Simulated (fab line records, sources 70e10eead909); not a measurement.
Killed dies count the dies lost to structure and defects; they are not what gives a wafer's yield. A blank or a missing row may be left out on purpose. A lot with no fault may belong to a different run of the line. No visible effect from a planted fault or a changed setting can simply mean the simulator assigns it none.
fab line records + flow nand-harc + part 2 of 2: steps 22 to 26 of 26
record
- lots=5
- wafers=15
- last-day=24
route steps=1159 shown A_STAIRCASE@591
lots untouched by any fault: they come from a run of this same line in which no faults occurred
start-h: hours from the record's first day to the start of the lot's first wafer shown + wait-h: hours since the lot's step before + " repeats the value in the row above + L1.1+2: several wafers, shown together as one row + - no value present, or no start provided + * or withheld: withheld + < > ~ a bound
route shown NAME@n: NAME is a module with steps in the file, n the number in the route of the first one + usual: mean/standard deviation taken from wafers without a fault + same: alike in all rows + chamber/n: place in a boat + sites: readings site by site + _std_site: standard deviation of those values + _edge_site: mean of outer sites minus mean of inner sites + radius-mm: for every site, how far away it sits from the centre of the wafer + mask NAME#n: copy n + behind: the last tool/chamber to shape the wafer + hold: reason for holding the lot/hours on hold/outcome of the hold + device: transistor that didn't switch, given as n, p or np + end of line: tests run on the same wafers once the route is complete + a step given without rows: its recipe and nothing more + killed: not the wafer's yield, but the dies lost to structure and defects at the first sort + map: shows each die of a wafer: x if killed, . if not, _ if none is there
set.NAME: the run value of the setting; set.NAME@STEP: its run value at that earlier step + model.NAME: the simulator's own value behind a step, which no gauge read
lots seen at some steps along the route; tables by step, rows by wafer
services: from which hour (start-h, from the record's first day; less than 0 if before it) a tool's chamber was out of use, for how many hours, and why
## steps
# step NHARC_A_STAIRCASE_TRIM_220
# recipe
- time-s=211.2
- o2-flow-sccm=500
- ar-flow-sccm=0
- bias-w=0
- chemistry=O2
# usual
- chamber-pressure-mTorr=60.00/0.056
- drypump-motor-current-A=5.5/0.6
- oes-product-au=1.000/0.0066
- rf-vpp-V=57.9/0.97
- showerhead-plenum-p-Torr=3.56/0.16
- throttle-valve-pct=17.036/0.0092
| lot.wafer | tool        | chamber | start-h | wait-h | chamber-pressure-mTorr | drypump-motor-current-A | oes-product-au | rf-hours-counter-h | rf-vpp-V | showerhead-plenum-p-Torr | throttle-valve-pct |
|-----------|-------------|---------|---------|--------|------------------------|-------------------------|----------------|--------------------|----------|--------------------------|--------------------|
| L077.2    | rie-diel-07 | 1       | 258.98  | 0.1    | 60.06                  | 4.8                     | 0.998          | 7                  | 58.0     | 3.58                     | 17.042             |
| L077.4    | "           | 0       | "       | "      | 60.00                  | 4.8                     | 1.001          | 7                  | 59.3     | 3.80                     | 17.022             |
| L077.5    | "           | 1       | "       | "      | 60.11                  | 4.8                     | 1.002          | -                  | 56.8     | 3.58                     | 17.047             |
| L083.1    | rie-diel-02 | 0       | 290.47  | 0.1    | 60.12                  | 5.7                     | 0.999          | 47                 | 58.1     | 3.78                     | 17.049             |
| L083.2    | "           | 1       | "       | "      | 59.90                  | 5.3                     | 0.997          | 49                 | 59.0     | 3.62                     | 17.038             |
| L083.6    | "           | 1       | "       | "      | 60.07                  | 5.3                     | 1.000          | -                  | 57.8     | 3.62                     | 17.018             |
| L090.2    | rie-diel-08 | 3       | 335.84  | 0.1    | 59.94                  | 6.4                     | 1.004          | 11                 | 57.3     | 3.62                     | 17.031             |
| L090.3    | "           | 1       | "       | "      | 60.02                  | 6.4                     | 1.010          | 11                 | 56.2     | 3.61                     | 17.039             |
| L090.5    | "           | 3       | "       | "      | 59.98                  | 6.4                     | 1.001          | -                  | 58.5     | 3.62                     | 17.033             |
| L091.2    | rie-diel-07 | 3       | 344.07  | 0.1    | 60.00                  | 5.8                     | 1.006          | 40                 | 57.1     | 3.31                     | 17.028             |
| L091.4    | "           | 0       | "       | "      | 60.05                  | 4.8                     | 1.002          | 39                 | 59.1     | 3.79                     | 17.035             |
| L091.5    | "           | 0       | "       | "      | 59.94                  | 4.8                     | 0.997          | -                  | 59.1     | 3.79                     | 17.047             |
| L095.4    | rie-diel-08 | 0       | 367.55  | 0.1    | 60.02                  | 6.0                     | 0.999          | 21                 | 56.9     | 3.64                     | 17.046             |
| L095.1    | "           | 1       | "       | "      | 60.04                  | 6.5                     | 1.007          | 23                 | 57.4     | 3.60                     | 17.029             |
| L095.6    | "           | 3       | "       | "      | 59.96                  | 6.4                     | 1.005          | -                  | 55.8     | 3.61                     | 17.046             |
# step NHARC_A_STAIRCASE_ETCH_221
# recipe
- target-depth-a=1000
- time-s=40.5
- ion-energy-ev=400
- c4f8-flow-sccm=20
- o2-flow-sccm=10
- ar-flow-sccm=withheld
- rf-w=600
- bias-w=1000
- chemistry=C4F8/O2
# usual
- chamber-pressure-mTorr=24.999/0.028
- oes-product-au=0.938/0.013
- rf-vpp-V=897/6.2
| lot.wafer | tool        | chamber | start-h | wait-h | chamber-pressure-mTorr | oes-product-au | rf-hours-counter-h | rf-vpp-V |
|-----------|-------------|---------|---------|--------|------------------------|----------------|--------------------|----------|
| L077.2    | rie-diel-07 | 1       | -       | -      | 25.011                 | 0.927          | 7                  | 897      |
| L077.4    | "           | 2       | "       | "      | 25.011                 | 0.934          | 8                  | 898      |
| L077.5    | "           | 0       | "       | "      | 24.990                 | 0.936          | -                  | 907      |
| L083.2    | rie-diel-02 | 0       | -       | -      | 24.989                 | 0.935          | 48                 | 905      |
| L083.1    | "           | 3       | "       | "      | 24.995                 | 0.937          | 48                 | 888      |
| L083.6    | "           | 1       | "       | "      | 25.023                 | 0.941          | -                  | 899      |
| L090.3    | rie-diel-08 | 3       | -       | -      | 24.965                 | 0.932          | 11                 | 900      |
| L090.2    | "           | 2       | "       | "      | 24.998                 | 0.937          | 13                 | 887      |
| L090.5    | "           | 0       | "       | "      | 25.033                 | 0.931          | -                  | 900      |
| L091.2    | rie-diel-07 | 2       | -       | -      | 24.953                 | 0.949          | 43                 | 896      |
| L091.4    | "           | 3       | "       | "      | 24.993                 | 0.968          | 40                 | 888      |
| L091.5    | "           | 2       | "       | "      | 25.002                 | 0.952          | -                  | 895      |
| L095.4    | rie-diel-08 | 1       | -       | -      | 24.782                 | 0.945          | 23                 | 898      |
| L095.1    | "           | 3       | "       | "      | 24.995                 | 0.948          | 23                 | 899      |
| L095.6    | "           | 1       | "       | "      | 25.022                 | 0.957          | -                  | 898      |
# step NHARC_A_STAIRCASE_TRIM_222
# recipe
- time-s=211.2
- o2-flow-sccm=500
- ar-flow-sccm=0
- bias-w=0
- chemistry=O2
# usual
- chamber-pressure-mTorr=59.99/0.053
- drypump-motor-current-A=5.5/0.61
- oes-product-au=0.999/0.0076
- rf-vpp-V=57.9/0.95
- showerhead-plenum-p-Torr=3.56/0.16
- throttle-valve-pct=17.036/0.009
| lot.wafer | tool        | chamber | start-h | wait-h | chamber-pressure-mTorr | drypump-motor-current-A | oes-product-au | rf-hours-counter-h | rf-vpp-V | showerhead-plenum-p-Torr | throttle-valve-pct |
|-----------|-------------|---------|---------|--------|------------------------|-------------------------|----------------|--------------------|----------|--------------------------|--------------------|
| L077.2    | rie-diel-07 | 2       | -       | -      | 60.00                  | 5.1                     | 0.995          | 8                  | 57.6     | 3.56                     | 17.039             |
| L077.4    | "           | 3       | "       | "      | 59.95                  | 5.8                     | 0.992          | 7                  | 57.0     | 3.33                     | 17.027             |
| L077.5    | "           | 1       | "       | "      | 60.02                  | 4.8                     | 0.995          | -                  | 58.3     | 3.58                     | 17.031             |
| L083.1    | rie-diel-02 | 2       | -       | -      | 60.07                  | 6.2                     | 0.994          | 39                 | 59.6     | 3.57                     | 17.036             |
| L083.2    | "           | 3       | "       | "      | 59.96                  | 5.4                     | 0.998          | 48                 | 57.5     | 3.29                     | 17.041             |
| L083.6    | "           | 0       | "       | "      | 59.96                  | 5.7                     | 0.994          | -                  | 57.6     | 3.78                     | 17.033             |
| L090.2    | rie-diel-08 | 3       | -       | -      | 60.02                  | 6.3                     | 1.010          | 12                 | 58.4     | 3.62                     | 17.037             |
| L090.3    | "           | 1       | "       | "      | 60.03                  | 6.5                     | 1.020          | 11                 | 58.2     | 3.61                     | 17.034             |
| L090.5    | "           | 3       | "       | "      | 59.89                  | 6.3                     | 1.014          | -                  | 57.9     | 3.62                     | 17.031             |
| L091.2    | rie-diel-07 | 3       | -       | -      | 59.96                  | 5.8                     | 1.009          | 40                 | 58.8     | 3.31                     | 17.031             |
| L091.4    | "           | 0       | "       | "      | 59.91                  | 4.8                     | 1.008          | 39                 | 58.2     | 3.78                     | 17.050             |
| L091.5    | "           | 1       | "       | "      | 59.94                  | 4.8                     | 0.998          | -                  | 57.4     | 3.57                     | 17.048             |
| L095.1    | rie-diel-08 | 1       | -       | -      | 59.99                  | 6.5                     | 1.010          | 23                 | 58.6     | 3.60                     | 17.035             |
| L095.4    | "           | 0       | "       | "      | 60.05                  | 6.0                     | 1.002          | 21                 | 58.0     | 3.63                     | 17.046             |
| L095.6    | "           | 2       | "       | "      | 60.08                  | 6.3                     | 1.006          | -                  | 58.0     | 3.30                     | 17.035             |
# step NHARC_A_STAIRCASE_ETCH_223
# recipe
- target-depth-a=1000
- time-s=40.5
- ion-energy-ev=400
- c4f8-flow-sccm=20
- o2-flow-sccm=10
- ar-flow-sccm=withheld
- rf-w=600
- bias-w=1000
- chemistry=C4F8/O2
# usual
- chamber-pressure-mTorr=25.001/0.02
- oes-product-au=0.940/0.011
- rf-vpp-V=897/6.2
| lot.wafer | tool        | chamber | start-h | wait-h | chamber-pressure-mTorr | oes-product-au | rf-hours-counter-h | rf-vpp-V |
|-----------|-------------|---------|---------|--------|------------------------|----------------|--------------------|----------|
| L077.4    | rie-diel-07 | 2       | -       | -      | 25.010                 | 0.941          | 8                  | 897      |
| L077.2    | "           | 3       | "       | "      | 25.000                 | 0.934          | 8                  | 889      |
| L077.5    | "           | 0       | "       | "      | 25.019                 | 0.944          | -                  | 906      |
| L083.1    | rie-diel-02 | 3       | -       | -      | 25.018                 | 0.935          | 49                 | 887      |
| L083.2    | "           | 0       | "       | "      | 25.035                 | 0.929          | 48                 | 906      |
| L083.6    | "           | 1       | "       | "      | 25.024                 | 0.947          | -                  | 898      |
| L090.2    | rie-diel-08 | 1       | -       | -      | 24.979                 | 0.938          | 11                 | 899      |
| L090.3    | "           | 2       | "       | "      | 25.027                 | 0.947          | 13                 | 887      |
| L090.5    | "           | 0       | "       | "      | 25.024                 | 0.928          | -                  | 900      |
| L091.2    | rie-diel-07 | 0       | -       | -      | 24.984                 | 0.938          | 39                 | 905      |
| L091.4    | "           | 3       | "       | "      | 25.020                 | 0.950          | 40                 | 888      |
| L091.5    | "           | 1       | "       | "      | 25.007                 | 0.941          | -                  | 898      |
| L095.1    | rie-diel-08 | 1       | -       | -      | 25.030                 | 0.951          | 23                 | 898      |
| L095.4    | "           | 2       | "       | "      | 24.985                 | 0.946          | 26                 | 886      |
| L095.6    | "           | 0       | "       | "      | 25.007                 | 0.942          | -                  | 899      |
# step NHARC_A_STAIRCASE_TRIM_224
# recipe
- time-s=211.2
- o2-flow-sccm=500
- ar-flow-sccm=0
- bias-w=0
- chemistry=O2
# usual
- chamber-pressure-mTorr=60.00/0.053
- drypump-motor-current-A=5.5/0.6
- oes-product-au=0.999/0.0081
- rf-vpp-V=57.7/0.97
- showerhead-plenum-p-Torr=3.55/0.16
- throttle-valve-pct=17.036/0.0091
| lot.wafer | tool        | chamber | start-h | wait-h | chamber-pressure-mTorr | drypump-motor-current-A | oes-product-au | rf-hours-counter-h | rf-vpp-V | showerhead-plenum-p-Torr | throttle-valve-pct |
|-----------|-------------|---------|---------|--------|------------------------|-------------------------|----------------|--------------------|----------|--------------------------|--------------------|
| L077.2    | rie-diel-07 | 2       | -       | -      | 59.99                  | 5.0                     | 1.004          | 8                  | 56.1     | 3.56                     | 17.020             |
| L077.4    | "           | 3       | "       | "      | 59.96                  | 5.8                     | 0.995          | 8                  | 56.4     | 3.33                     | 17.036             |
| L077.5    | "           | 3       | "       | "      | 60.07                  | 5.8                     | 1.003          | -                  | 57.9     | 3.33                     | 17.032             |
| L083.1    | rie-diel-02 | 0       | -       | -      | 60.00                  | 5.7                     | 0.997          | 48                 | 57.4     | 3.78                     | 17.048             |
| L083.2    | "           | 2       | "       | "      | 60.05                  | 6.3                     | 1.000          | 39                 | 58.8     | 3.57                     | 17.049             |
| L083.6    | "           | 3       | "       | "      | 59.91                  | 5.4                     | 0.995          | -                  | 57.8     | 3.29                     | 17.039             |
| L090.2    | rie-diel-08 | 2       | -       | -      | 60.05                  | 6.3                     | 1.011          | 13                 | 55.9     | 3.31                     | 17.023             |
| L090.3    | "           | 3       | "       | "      | 60.12                  | 6.3                     | 1.009          | 12                 | 58.0     | 3.62                     | 17.026             |
| L090.5    | "           | 1       | "       | "      | 60.08                  | 6.5                     | 1.007          | -                  | 57.1     | 3.61                     | 17.044             |
| L091.2    | rie-diel-07 | 2       | -       | -      | 60.05                  | 5.1                     | 1.004          | 43                 | 58.8     | 3.54                     | 17.018             |
| L091.4    | "           | 3       | "       | "      | 59.92                  | 5.8                     | 1.009          | 40                 | 57.7     | 3.31                     | 17.035             |
| L091.5    | "           | 2       | "       | "      | 60.07                  | 5.1                     | 1.000          | -                  | 57.7     | 3.54                     | 17.019             |
| L095.4    | rie-diel-08 | 2       | -       | -      | 59.94                  | 6.3                     | 1.008          | 26                 | 55.9     | 3.30                     | 17.037             |
| L095.1    | "           | 0       | "       | "      | 60.03                  | 6.0                     | 1.000          | 21                 | 58.6     | 3.63                     | 17.042             |
| L095.6    | "           | 1       | "       | "      | 60.03                  | 6.5                     | 0.999          | -                  | 56.3     | 3.60                     | 17.034             |
## services
| tool            | chamber | start-h | hours | kind   |
|-----------------|---------|---------|-------|--------|
| rie-diel-08     | 0       | 232.51  | -     | clean  |
| rie-diel-08     | 1       | 232.51  | -     | clean  |
| rie-diel-08     | 2       | 232.51  | -     | clean  |
| rie-diel-08     | 3       | 232.51  | -     | clean  |
| litho-track-05  | -       | 237.01  | 7.0   | pm     |
| rie-diel-02     | 2       | 253.28  | 25.0  | repair |
| rie-diel-08     | 0       | 257.16  | -     | clean  |
| rie-diel-08     | 1       | 257.16  | -     | clean  |
| rie-diel-08     | 2       | 257.16  | -     | clean  |
| krf-scanner-04  | -       | 264.04  | 0.4   | repair |
| plasma-asher-01 | -       | 276.00  | 9.0   | pm     |
| plasma-asher-01 | -       | 285.55  | 1.6   | repair |
| krf-scanner-02  | -       | 285.89  | 0.3   | repair |
| krf-scanner-04  | -       | 298.00  | 4.0   | pm     |
| rie-diel-08     | -       | 301.80  | 9.0   | pm     |
| krf-scanner-04  | -       | 316.24  | 3.2   | repair |
| rie-diel-02     | -       | 327.77  | 9.0   | pm     |
| rie-diel-02     | 3       | 338.36  | 6.1   | repair |
| wet-bench-04    | -       | 339.21  | 8.0   | pm     |
| litho-track-02  | -       | 340.00  | 7.0   | pm     |
| krf-scanner-02  | -       | 347.89  | 0.3   | repair |
| wet-bench-02    | -       | 356.00  | 8.0   | pm     |
| plasma-asher-02 | -       | 360.25  | 9.0   | pm     |
| litho-track-07  | -       | 364.00  | 7.0   | pm     |
